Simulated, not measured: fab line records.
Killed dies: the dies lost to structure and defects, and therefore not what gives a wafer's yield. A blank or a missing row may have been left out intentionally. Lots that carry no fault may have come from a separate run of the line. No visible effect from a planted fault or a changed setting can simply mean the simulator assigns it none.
Code-filled problem report in 8D (eight disciplines) form	flow n5Finfet	the parts of the form that need people (team, actions taken, sign-off) are left out

== 1. WHAT WENT WRONG ==
At N5_BEOL_M12_CMP_49, barrierFieldEndpointS averages 12.1 s over 9 wafers from 3 lots, while fault-free wafers read 30.3 s, standard deviation 0.78. Relative to the usual mean, that is a shift of -23 standard deviations.
The step: polishes, stops on SiOC, t overpolish 20.6 s, target thk 320 nm.
Seen first at day 12 00:34 on cmp-03, wafer L424.3. The record has a number at this step for 27 wafers belonging to 9 lots. The rule behind "out" and "out of limits": a value lying over 4 standard deviations away from the usual mean. Any other wafer with a number is counted as sound.

== 2. WHAT IT IS, WHAT IT ISN'T ==
question	is	is not
which readings at this step	barrierFieldEndpointS	motorCurrentA
which lots	L424, L425, L427	L433, L435, L438, L440, L443, L444
which wafers of those lots	all that have a number	-
read on which tools	cmp-03, cmp-04	cmp-02
when	from day 12 00:34	up to then (0 sound wafers); but 18 sound wafers of L433, L435, L438, L440, L443, L444 came after

== 3. THE SUSPECTS, EACH WITH WHAT RULES IT OUT ==
Counting: a tool stays on the suspect list if, at a process step up to the reading, it processed all lots that are out and no sound lot following the first of them.
- pvdSputter-03 at N5_BEOL_M12_SPUTTER_43 (material TaN, target thk 15 nm, time 24.19 s): ruled out as a lasting fault. Sound lots L433, L435, L440, L443, L444 ran on it after its first lot that is out, L424 (day 11 23:50).
- rtpAnneal-01 at N5_BEOL_M12_ANNEAL_48 (time 90 s): ruled out as a lasting fault. Sound lots L435, L438, L440, L444 ran on it after its first lot that is out, L424 (day 12 00:16).
Left after counting: nothing in the record.

== 4. THE CAUSE (what the simulator had put in) ==
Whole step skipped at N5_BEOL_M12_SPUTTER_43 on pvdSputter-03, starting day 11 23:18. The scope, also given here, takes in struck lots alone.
Counting ruled it out, wrongly: the rule takes a fault to strike every lot that its tool runs from its start on, and this one did not.

== 5. THE CHAIN OF EFFECTS, in route order ==
One row per reading whose mean, taken over the struck wafers that have a number, lies over 3 standard deviations from the usual. Scope: only readings with a usual standard deviation given in the record; hours: median across lots of the time from each lot's start at the first step in this table that gives one to its start at this step; sigmas: change in usual standard deviations.
hours	step	reading	usual	on struck wafers	change	sigmas
0	N5_BEOL_M12_CMP_49	barrierFieldEndpointS	30.3 s	12.1	-18.2	-23
50	N5_PASSIVATION_PROBE_49	defectLimitedYield	91.4 %	85.0	-6.4	-4.6
50	N5_PASSIVATION_PROBE_49	killed_at_M4_up	13	99	+86	+16
50	N5_PASSIVATION_PROBE_49	killedDies	102	178	+76	+4.4
50	N5_PASSIVATION_PROBE_49	killedOnRim	14	33	+19	+4.6
50	N5_PASSIVATION_PROBE_49	sort_bin_5_function	5.1 %	11.7	+6.6	+6.7
50	N5_PASSIVATION_PROBE_49	sortNPass	1077	1002	-75	-3.6
50	N5_PASSIVATION_PROBE_49	sortYieldPct	91.3 %	85.0	-6.3	-3.7
Here are the process steps it includes:
- N5_BEOL_M12_CMP_49: polishes, stops on SiOC, t overpolish 20.6 s, target thk 320 nm.
- N5_PASSIVATION_PROBE_49
Readings that are blank on the struck wafers while sound wafers have them: biasV at N5_BEOL_M12_SPUTTER_43; cathodeDcPowerW at N5_BEOL_M12_SPUTTER_43; chamberPressurePa at N5_BEOL_M12_SPUTTER_43; substrateTempC at N5_BEOL_M12_SPUTTER_43; throttleValvePct at N5_BEOL_M12_SPUTTER_43.

== 6. WHAT WOULD HAVE CAUGHT IT SOONER ==
In this record the first reading out of limits was taken at day 12 00:34, 1 hour after the fault began at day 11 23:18.
At N5_BEOL_M12_SPUTTER_43 the tool's readings are blank on the struck wafers, where sound wafers have them: an empty tool record is the first sign, and it was there at once.
